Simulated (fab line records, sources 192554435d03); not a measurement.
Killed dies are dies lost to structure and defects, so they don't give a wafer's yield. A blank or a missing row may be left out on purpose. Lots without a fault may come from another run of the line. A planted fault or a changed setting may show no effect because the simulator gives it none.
Chamber matching | flow n5_finfet | N5_BEOL_M3_PRE_CLEAN_60 on cvd_co-02: 3 sister chambers
The step time 15 s. 3 wafers are shown with their chamber, then 11 later ones without.

WAFERS WITH THEIR CHAMBER
wafer  | chamber | heater_power_w (W)
L084.3 | 2       | 117
L085.6 | 1       | 59
L087.2 | 0       | 74

WAFERS WITHOUT THEIR CHAMBER
wafer  | heater_power_w (W)
L087.5 | 118
L087.6 | 72
L088.2 | 73
L088.3 | 60
L088.5 | 118
L089.2 | 73
L089.3 | 61
L089.6 | 60
L093.1 | 60
L093.4 | 74
L093.5 | 60

WHICH CHAMBER EACH WENT THROUGH
wafer  | from the rows above | in truth
L087.5 | 2                   | 2
L087.6 | 0                   | 0
L088.2 | 0                   | 0
L088.3 | 1                   | 1
L088.5 | 2                   | 2
L089.2 | 0                   | 0
L089.3 | 1                   | 1
L089.6 | 1                   | 1
L093.1 | 1                   | 1
L093.4 | 0                   | 0
L093.5 | 1                   | 1
Placed correctly: 11 of 11. Can't be placed from these rows: 0. Placed wrongly: 0.
How it was worked out, from the rows above alone: a wafer's distance from a chamber is the root of the sum, over the readings, of the square of ((its reading less the chamber's mean) divided by the reading's scatter). The wafer belongs to the nearest chamber; if the next one is less than 2 further off, it can't be placed. A chamber's mean is the mean of its shown wafers. The scatter: with one shown wafer a chamber, the root of the mean of the squares of how far each hidden wafer lies from its nearest shown one.
